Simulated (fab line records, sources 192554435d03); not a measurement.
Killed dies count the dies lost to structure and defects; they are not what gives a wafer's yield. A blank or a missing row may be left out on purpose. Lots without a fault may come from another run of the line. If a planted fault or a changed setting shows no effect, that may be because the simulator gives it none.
Chamber matching    flow n5Finfet    N5_ILD0_ALD_15 on aldSin-03: 4 sister chambers
The step deposits SiNx, target thk 24 nm, pulse time 1 s, ald cycles 480. 4 wafers are shown with their chamber, then 7 later ones without.

## WAFERS WITH THEIR CHAMBER
wafer   chamber  heaterPowerW (W)
L541.3  1        997
L543.1  3        845
L550.1  2        927
L550.3  0        746

## WAFERS WITHOUT THEIR CHAMBER
wafer   heaterPowerW (W)
L550.6  841
L552.1  841
L552.2  952
L552.5  950
L556.2  870
L556.4  772
L556.6  849

## THE CHAMBER EACH PASSED THROUGH
wafer   from the rows above      in truth
L550.6  3                        3
L552.1  3                        3
L552.2  can't be placed: 2 or 1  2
L552.5  can't be placed: 2 or 1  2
L556.2  can't be placed: 3 or 2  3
L556.4  0                        0
L556.6  3                        3
4 of 7 placed correctly. Can't be placed from these rows: 3 (the true chamber is among the candidates in 3). Number placed wrongly: 0.
How it was worked out, from the rows above alone: a wafer's distance from a chamber is the root of the sum, over the readings, of the square of ((its reading less the chamber's mean) divided by the reading's scatter). The wafer belongs to the nearest chamber; if the next one is less than 2 further off, it can't be placed. A chamber's mean is the mean of its shown wafers. The scatter: root of mean squared gap, hidden wafer to nearest shown wafer, with one shown wafer a chamber.
